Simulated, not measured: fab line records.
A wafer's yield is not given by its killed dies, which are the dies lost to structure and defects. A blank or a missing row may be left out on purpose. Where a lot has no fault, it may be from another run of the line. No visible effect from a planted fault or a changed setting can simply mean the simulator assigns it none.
Split-lot trial :: flow n5Finfet :: on a route of 1938 steps: 7 lots, 39 wafers read

ABOUT THE SPLIT
At N5_BEOL_M11_TRENCH_ETCH_37 (etches SiCOH lowk in C4F6/O2, target depth 148.83 nm, time 48 s), the setting timeS was moved away from the recipe's 48 s on 15 of the 39 wafers read, by -44.8% to +40.8%. This setting was run at the recipe's value on the other wafers.

FROM THE SPLIT TO THE READING: what the file shows between them, 11 steps
- N5_BEOL_M11_ETCH_41: etches SiCN in CH3F/O2, target depth 42.6 nm, time 86 s
- N5_BEOL_M11_STRIP_77: strips in N2/H2, time 10 s
- N5_BEOL_M11_OCD_MEAS_38
- N5_BEOL_M11_HM_STRIP_39: strips TiN in peroxide tin strip, target depth 25 nm, time 158 s
- N5_BEOL_M11_SRD_40: time 30 s
- N5_BEOL_M11_ECD_50: material Cu, target thk 318 nm
- N5_BEOL_M11_ANNEAL_51: time 90 s
- N5_BEOL_M11_CMP_52: polishes, stops on SiCOH lowk, t overpolish 7 s, target thk 140 nm
- N5_BEOL_M11_THK_MEAS_53: measures by xrf
- N5_BEOL_M11_PRE_CLEAN_55: time 15 s
- N5_BEOL_M11_DEP_56: deposits SiCN from 3MS/NH3, target thk 30 nm, time 10.5 s

THE READING
M11_RS, in ohm/sq, at N5_BEOL_M11_RS_MEAS_57 (measures by four-point-probe). Typical for fault-free wafers on this fab line: 0.151 ohm/sq, with standard deviation 0.0043 ohm/sq.

wafer: L074.1
tool, chamber at the split: rieDiel-01, 3
timeS as run, s: 48
against the recipe: recipe
M11_RS, ohm/sq: 0.154
against lot-mates on the recipe: -

wafer: L074.2
tool, chamber at the split: rieDiel-01, 1
timeS as run, s: 48
against the recipe: recipe
M11_RS, ohm/sq: 0.155
against lot-mates on the recipe: -

wafer: L074.3
tool, chamber at the split: rieDiel-01, 0
timeS as run, s: 67.57
against the recipe: +40.8%
M11_RS, ohm/sq: 0.101
against lot-mates on the recipe: -0.053

wafer: L074.4
tool, chamber at the split: rieDiel-01, 2
timeS as run, s: 67.57
against the recipe: +40.8%
M11_RS, ohm/sq: 0.103
against lot-mates on the recipe: -0.051

wafer: L074.5
tool, chamber at the split: rieDiel-01, 2
timeS as run, s: 67.57
against the recipe: +40.8%
M11_RS, ohm/sq: 0.103
against lot-mates on the recipe: -0.051

wafer: L074.6
tool, chamber at the split: rieDiel-01, 3
timeS as run, s: 48
against the recipe: recipe
M11_RS, ohm/sq: 0.152
against lot-mates on the recipe: -

wafer: L078.1
tool, chamber at the split: rieDiel-01, 0
timeS as run, s: 48
against the recipe: recipe
M11_RS, ohm/sq: 0.150
against lot-mates on the recipe: -

wafer: L078.2
tool, chamber at the split: rieDiel-01, 2
timeS as run, s: 48
against the recipe: recipe
M11_RS, ohm/sq: 0.151
against lot-mates on the recipe: -

wafer: L078.3
tool, chamber at the split: rieDiel-01, 3
timeS as run, s: 48
against the recipe: recipe
M11_RS, ohm/sq: 0.152
against lot-mates on the recipe: -

wafer: L078.4
tool, chamber at the split: rieDiel-01, 1
timeS as run, s: 48
against the recipe: recipe
M11_RS, ohm/sq: 0.153
against lot-mates on the recipe: -

wafer: L078.5
tool, chamber at the split: rieDiel-01, 1
timeS as run, s: 48
against the recipe: recipe
M11_RS, ohm/sq: 0.154
against lot-mates on the recipe: -

wafer: L078.6
tool, chamber at the split: rieDiel-01, 2
timeS as run, s: 48
against the recipe: recipe
M11_RS, ohm/sq: 0.150
against lot-mates on the recipe: -

wafer: L086.1
tool, chamber at the split: rieDiel-06, 0
timeS as run, s: 48
against the recipe: recipe
M11_RS, ohm/sq: 0.147
against lot-mates on the recipe: -

wafer: L086.2
tool, chamber at the split: rieDiel-06, 3
timeS as run, s: 48
against the recipe: recipe
M11_RS, ohm/sq: 0.146
against lot-mates on the recipe: -

wafer: L086.3
tool, chamber at the split: rieDiel-06, 1
timeS as run, s: 27.23
against the recipe: -43.3%
M11_RS, ohm/sq: 0.291
against lot-mates on the recipe: +0.144

wafer: L086.4
tool, chamber at the split: rieDiel-06, 2
timeS as run, s: 27.23
against the recipe: -43.3%
M11_RS, ohm/sq: 0.295
against lot-mates on the recipe: +0.148

wafer: L086.5
tool, chamber at the split: rieDiel-06, 1
timeS as run, s: 48
against the recipe: recipe
M11_RS, ohm/sq: 0.147
against lot-mates on the recipe: -

wafer: L086.6
tool, chamber at the split: rieDiel-06, 0
timeS as run, s: 27.23
against the recipe: -43.3%
M11_RS, ohm/sq: 0.289
against lot-mates on the recipe: +0.142

wafer: L091.3
tool, chamber at the split: rieDiel-02, 0
timeS as run, s: 48
against the recipe: recipe
M11_RS, ohm/sq: 0.145
against lot-mates on the recipe: -

wafer: L091.4
tool, chamber at the split: rieDiel-02, 2
timeS as run, s: 48
against the recipe: recipe
M11_RS, ohm/sq: 0.154
against lot-mates on the recipe: -

wafer: L091.6
tool, chamber at the split: rieDiel-02, 1
timeS as run, s: 48
against the recipe: recipe
M11_RS, ohm/sq: 0.148
against lot-mates on the recipe: -

wafer: L092.1
tool, chamber at the split: rieDiel-06, 0
timeS as run, s: 63.43
against the recipe: +32.1%
M11_RS, ohm/sq: 0.110
against lot-mates on the recipe: -0.041

wafer: L092.2
tool, chamber at the split: rieDiel-06, 2
timeS as run, s: 63.43
against the recipe: +32.1%
M11_RS, ohm/sq: 0.113
against lot-mates on the recipe: -0.038

wafer: L092.3
tool, chamber at the split: rieDiel-06, 3
timeS as run, s: 48
against the recipe: recipe
M11_RS, ohm/sq: 0.149
against lot-mates on the recipe: -

wafer: L092.4
tool, chamber at the split: rieDiel-06, 0
timeS as run, s: 48
against the recipe: recipe
M11_RS, ohm/sq: 0.154
against lot-mates on the recipe: -

wafer: L092.5
tool, chamber at the split: rieDiel-06, 2
timeS as run, s: 48
against the recipe: recipe
M11_RS, ohm/sq: 0.151
against lot-mates on the recipe: -

wafer: L092.6
tool, chamber at the split: rieDiel-06, 3
timeS as run, s: 63.43
against the recipe: +32.1%
M11_RS, ohm/sq: 0.111
against lot-mates on the recipe: -0.040

wafer: L095.1
tool, chamber at the split: rieDiel-06, 2
timeS as run, s: 48
against the recipe: recipe
M11_RS, ohm/sq: 0.149
against lot-mates on the recipe: -

wafer: L095.2
tool, chamber at the split: rieDiel-06, 1
timeS as run, s: 48
against the recipe: recipe
M11_RS, ohm/sq: 0.146
against lot-mates on the recipe: -

wafer: L095.3
tool, chamber at the split: rieDiel-06, 0
timeS as run, s: 26.52
against the recipe: -44.8%
M11_RS, ohm/sq: 0.312
against lot-mates on the recipe: +0.164

wafer: L095.4
tool, chamber at the split: rieDiel-06, 3
timeS as run, s: 48
against the recipe: recipe
M11_RS, ohm/sq: 0.149
against lot-mates on the recipe: -

wafer: L095.5
tool, chamber at the split: rieDiel-06, 1
timeS as run, s: 26.52
against the recipe: -44.8%
M11_RS, ohm/sq: 0.307
against lot-mates on the recipe: +0.159

wafer: L095.6
tool, chamber at the split: rieDiel-06, 0
timeS as run, s: 26.52
against the recipe: -44.8%
M11_RS, ohm/sq: 0.307
against lot-mates on the recipe: +0.159

wafer: L097.1
tool, chamber at the split: rieDiel-02, 1
timeS as run, s: 66.23
against the recipe: +38.0%
M11_RS, ohm/sq: 0.107
against lot-mates on the recipe: -0.046

wafer: L097.2
tool, chamber at the split: rieDiel-02, 0
timeS as run, s: 48
against the recipe: recipe
M11_RS, ohm/sq: 0.148
against lot-mates on the recipe: -

wafer: L097.3
tool, chamber at the split: rieDiel-02, 3
timeS as run, s: 48
against the recipe: recipe
M11_RS, ohm/sq: 0.156
against lot-mates on the recipe: -

wafer: L097.4
tool, chamber at the split: rieDiel-02, 0
timeS as run, s: 66.23
against the recipe: +38.0%
M11_RS, ohm/sq: 0.103
against lot-mates on the recipe: -0.050

wafer: L097.5
tool, chamber at the split: rieDiel-02, 3
timeS as run, s: 48
against the recipe: recipe
M11_RS, ohm/sq: 0.156
against lot-mates on the recipe: -

wafer: L097.6
tool, chamber at the split: rieDiel-02, 1
timeS as run, s: 66.23
against the recipe: +38.0%
M11_RS, ohm/sq: 0.107
against lot-mates on the recipe: -0.046

FIT RESULTS
A straight line over all 39 wafers: M11_RS changes by -0.00231 ohm/sq for each +1% of timeS; r = -0.93; the points scatter about the line by 0.022 ohm/sq.
The same after taking each lot's own level away (the mean of its wafers on the recipe; 39 wafers): -0.00238 ohm/sq for each +1%; r = -0.94; scatter 0.022 ohm/sq.
On that fit, the largest move of timeS shifts the reading by 0.11 ohm/sq.
Across the lots, their own levels run from 0.1467 to 0.1537 ohm/sq, a range of 1.6 times the standard deviation given above.
Consequently the slope shifts little with the lot-to-lot level, the two slopes agreeing.
Check: +0.118 ohm/sq against its lot-mates is what the line predicts for one of the wafers moved furthest among these (-44.8%) when that wafer is left out of the fit. It came out at +0.164 ohm/sq against them.

THE WHOLE CHAIN: every reading that the file lists as answering this split, in the file's order
step: N5_BEOL_M11_TRENCH_ETCH_37
what it does: etches SiCOH lowk in C4F6/O2, target depth 148.83 nm, time 48 s
reading: etch.depthNm (the simulator's own value, which no gauge read)
change (the file's fit): +1.5 nm for each +1% of the setting
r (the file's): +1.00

step: N5_BEOL_M11_TRENCH_ETCH_37
what it does: etches SiCOH lowk in C4F6/O2, target depth 148.83 nm, time 48 s
reading: BEOL_M11.featureDepthNm (the simulator's own value, which no gauge read)
change (the file's fit): +1.5 nm for each +1% of the setting
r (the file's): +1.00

step: N5_BEOL_M11_TRENCH_ETCH_37
what it does: etches SiCOH lowk in C4F6/O2, target depth 148.83 nm, time 48 s
reading: TiN_of_BEOL_M11_HM_DEP_02.thkNm (the simulator's own value, which no gauge read)
change (the file's fit): -0.0458 nm for each +1% of the setting
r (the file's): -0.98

step: N5_BEOL_M11_OCD_MEAS_38
what it does: 
reading: trenchDepthNm
change (the file's fit): +1.5 nm for each +1% of the setting
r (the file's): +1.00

step: N5_BEOL_M11_CMP_52
what it does: polishes, stops on SiCOH lowk, t overpolish 7 s, target thk 140 nm
reading: Cu_of_BEOL_M11_ECD_50.thkNm (the simulator's own value, which no gauge read)
change (the file's fit): +1.49 nm for each +1% of the setting
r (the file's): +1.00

step: N5_BEOL_M11_THK_MEAS_53
what it does: measures by xrf
reading: M11_THK
change (the file's fit): +1.52 for each +1% of the setting
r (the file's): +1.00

step: N5_BEOL_M11_RS_MEAS_57
what it does: measures by four-point-probe
reading: M11_RS
change (the file's fit): -0.00233 for each +1% of the setting
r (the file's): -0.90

FILE'S OWN FIT
M11_RS changes by -0.00233 ohm/sq for each +1% of timeS, r = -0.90.
